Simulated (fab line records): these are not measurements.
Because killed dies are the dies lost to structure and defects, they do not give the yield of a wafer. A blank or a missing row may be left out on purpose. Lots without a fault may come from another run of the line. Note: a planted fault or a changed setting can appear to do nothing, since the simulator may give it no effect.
Comparing a struck lot with a sound one | flow n5 finfet | 15 steps out of a route of 1938
Sound: the wafers L164.1, L164.5, L164.6. The struck wafers were L170.3, L170.4, L170.5. Last of all comes the cause.
Order at every step that has rows: each side's tool, ch and its chambers, its first start. Under that, the readings that differ: sound wafers | struck wafers | difference of the means | sigmas: that difference in standard deviations of wafers without a fault.
alike: a reading whose means differ by less than 2 such deviations, as well as words and numbers matching on both sides. not compared: withheld readings; readings where some wafer has no value; bounds like >300 that might hide an equal value; numbers whose values overlap and for which the record gives no deviation.
A row with sigmas, a row that says differs or no value, or rows on one side alone: a step with any of these is where the two part. Numbers that have no deviation but don't overlap get no sigmas and don't part them. A reading that every wafer of one side lacks parts them only if that side has two wafers or more.

first, 6 steps without rows for these wafers: N5_FIN_CUT_COAT_02 (resist thk 30 nm); N5_FIN_CUT_EBR_04; N5_FIN_CUT_SOFTBAKE_03 (time 60 s); N5_FIN_CUT_EXPOSE_05 (exposes mask FIN CUT); N5_FIN_CUT_PEB_06 (peb time 60 s); N5_FIN_CUT_DEVELOP_07 (develop time 30 s).
N5_FIN_CUT_CD_MEAS_08: the cd target is 29.1 nm.
  sound on cd sem-02 ch 0, day 4 10:43; struck on cd sem-01 ch 0, day 5 21:09
  alike: cd nm
N5_FIN_CUT_OVL_MEAS_09:
  sound on overlay-02 ch 0, day 4 10:45; struck on overlay-02 ch 0, day 5 21:11
  alike: FIN_CUT_OVL
N5_FIN_CUT_INSPECT_10: inspects for defects (brightfield).
  sound on defect inspect-02 at day 4 10:48; struck on defect inspect-02 at day 5 21:14
  alike: raw defect count
N5_FIN_CUT_DESCUM_13: chemistry O2, time 7 s.
  sound on rie diel-06 ch 0,1,3, day 4 10:50; struck on rie diel-06 ch 1,2,3, day 5 21:16
  alike: drypump motor current A, oes product au, rf vpp V, showerhead plenum p Torr, throttle valve pct
  not compared: rf hours counter h
N5_FIN_CUT_ETCH_30: etches underlayer in N2/H2, target depth 13 nm, time 10.4 s.
  sound on rie diel-06 ch 0,1,3, day 4 10:52; struck on rie diel-06 ch 1,2,3, day 5 21:18
  alike: drypump motor current A, etch rf on time s, h2 flow sccm, oes product au, rf vpp V, showerhead plenum p Torr, throttle valve pct
  not compared: rf hours counter h
N5_FIN_CUT_ETCH_20: etches SiARC in CF4, target depth 26 nm, time 43.3 s.
  sound on rie diel-06 ch 0,1,3, day 4 10:53; struck on rie diel-06 ch 1,2,3, day 5 21:19
  alike: drypump motor current A, etch rf on time s, oes product au, rf vpp V, showerhead plenum p Torr, throttle valve pct
  not compared: rf hours counter h
N5_FIN_CUT_ETCH_21: etches SOC in N2/H2, target depth 219 nm, overetch 43.8 nm, time 523.5 s.
  sound on rie diel-06 ch 0,1,3, day 4 10:56; struck on rie diel-06 ch 1,2,3, day 5 21:22
  reading                | sound             | struck            | difference | sigmas
  h2 flow sccm (sccm)    | 199.6 199.4 200.8 | 220.2 219.8 219.8 | +20.0      | +31
  throttle valve pct (%) | 17.61 17.58 17.90 | 18.91 18.23 18.56 | +0.87      | +3
  alike: drypump motor current A, oes product au, rf vpp V, showerhead plenum p Torr
  not compared: rf hours counter h
then, 1 step without rows for these wafers: N5_FIN_CUT_STRIP_23 (strips in N2/H2).
N5_PASSIVATION_PROBE_49:
  sound wafers here have rows in the record (prober-01, day 15 10:15); struck ones have none

## WHERE THEY PART
First at N5_FIN_CUT_ETCH_21; last, within this record, at N5_PASSIVATION_PROBE_49.

WHY: what the simulator had put in
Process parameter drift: rie diel-06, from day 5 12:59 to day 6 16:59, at N5_FIN_CUT_ETCH_21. From 200, the setting h2 flow sccm moved by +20. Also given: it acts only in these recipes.
